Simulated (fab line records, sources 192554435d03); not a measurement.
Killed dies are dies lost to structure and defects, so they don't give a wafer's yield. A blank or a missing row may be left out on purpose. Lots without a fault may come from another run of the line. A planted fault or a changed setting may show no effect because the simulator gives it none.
Chamber matching | flow n5_finfet | N5_SDB_ALD_29 on ald_sin-01: 4 sister chambers
The step deposits SiNx, target thk 30 nm, pulse time 1 s, ald cycles 600. 4 wafers are shown with their chamber, then 7 later ones without.

WAFERS WITH THEIR CHAMBER
wafer  | chamber | heater_power_w (W)
L077.3 | 0       | 834
L078.5 | 1       | 767
L085.3 | 2       | 774
L090.5 | 3       | 898

WAFERS WITHOUT THEIR CHAMBER
wafer  | heater_power_w (W)
L090.6 | 773
L094.2 | 782
L094.3 | 747
L094.5 | 828
L095.4 | 844
L095.5 | 741
L095.6 | 840

WHICH CHAMBER EACH WENT THROUGH
wafer  | from the rows above     | in truth
L090.6 | can't be placed: 2 or 1 | 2
L094.2 | can't be placed: 2 or 1 | 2
L094.3 | can't be placed: 1 or 2 | 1
L094.5 | 0                       | 0
L095.4 | 0                       | 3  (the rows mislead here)
L095.5 | can't be placed: 1 or 2 | 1
L095.6 | 0                       | 0
Placed correctly: 2 of 7. Can't be placed from these rows: 4 (the true chamber is among the candidates in 4). Placed wrongly: 1.
How it was worked out, from the rows above alone: a wafer's distance from a chamber is the root of the sum, over the readings, of the square of ((its reading less the chamber's mean) divided by the reading's scatter). The wafer belongs to the nearest chamber; if the next one is less than 2 further off, it can't be placed. A chamber's mean is the mean of its shown wafers. The scatter: with one shown wafer a chamber, the root of the mean of the squares of how far each hidden wafer lies from its nearest shown one.
